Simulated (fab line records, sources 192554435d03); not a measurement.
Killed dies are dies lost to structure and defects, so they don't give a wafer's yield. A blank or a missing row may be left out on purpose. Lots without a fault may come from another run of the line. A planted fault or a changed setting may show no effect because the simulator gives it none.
Chamber matching | flow n5_finfet | N5_GATE_CUT_CMP_02 on cmp-03: 4 sister chambers
The step polishes, stops on SiO2, t overpolish 12.7 s, target thk 0 nm. 16 wafers are shown with their chamber, then 8 later ones without.

WAFERS WITH THEIR CHAMBER
wafer  | chamber | motor_current_A (A) | time_to_endpoint_s (s) | overpolish_run_s (s)
L074.3 | 3       | 8.5                 | 24                     | 12.688
L074.4 | 0       | 8.1                 | 31                     | 12.700
L074.6 | 2       | 11.1                | 23                     | 12.710
L075.1 | 2       | 10.5                | 22                     | 12.707
L075.2 | 1       | 8.2                 | 27                     | 12.709
L075.4 | 3       | 8.5                 | 21                     | 12.699
L077.2 | 2       | 10.7                | 24                     | 12.698
L077.5 | 2       | 10.4                | 26                     | 12.702
L077.6 | 3       | 8.5                 | 26                     | 12.699
L078.1 | 1       | 8.9                 | 29                     | 12.705
L078.4 | 2       | 11.1                | 22                     | 12.695
L078.5 | 1       | 8.9                 | 30                     | 12.698
L082.3 | 0       | 9.0                 | 31                     | 12.692
L082.4 | 1       | 8.5                 | 33                     | 12.706
L082.6 | 3       | 8.4                 | 25                     | 12.709
L083.4 | 3       | 8.6                 | 25                     | 12.705

SIGNATURES (means of the wafers above)
reading            | chamber 0 | chamber 1 | chamber 2 | chamber 3 | scatter within a chamber
motor_current_A    | 8.550     | 8.625     | 10.760    | 8.500     | 0.317
time_to_endpoint_s | 31.00     | 29.75     | 23.40     | 24.20     | 1.93
overpolish_run_s   | 12.69600  | 12.70450  | 12.70240  | 12.70000  | 0.00647
Rule: a wafer's distance from a chamber is the root of the sum, over the readings, of the square of ((its reading less the chamber's mean) divided by the reading's scatter). The wafer belongs to the nearest chamber; if the next one is less than 2 further off, it can't be placed. The scatter: the root of (the sum of the squares of (reading less its chamber's mean) over the shown wafers, divided by (wafers less chambers)).

WAFERS WITHOUT THEIR CHAMBER
wafer  | motor_current_A (A) | time_to_endpoint_s (s) | overpolish_run_s (s)
L083.5 | 11.2                | 25                     | 12.691
L083.6 | 8.3                 | 31                     | 12.703
L085.1 | 9.1                 | 25                     | 12.710
L085.2 | 11.0                | 22                     | 12.700
L085.6 | 8.5                 | 32                     | 12.714
L086.2 | 8.9                 | 22                     | 12.696
L086.5 | 8.7                 | 30                     | 12.703
L086.6 | 10.6                | 21                     | 12.716

WHICH CHAMBER EACH WENT THROUGH
wafer  | from the rows above          | in truth
L083.5 | 2                            | 2
L083.6 | can't be placed: 1 or 0      | 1
L085.1 | can't be placed: 3 or 1 or 0 | 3
L085.2 | 2                            | 2
L085.6 | can't be placed: 1 or 0      | 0
L086.2 | 3                            | 3
L086.5 | can't be placed: 1 or 0      | 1
L086.6 | 2                            | 2
Placed correctly: 4 of 8. Can't be placed from these rows: 4 (the true chamber is among the candidates in 4). Placed wrongly: 0.
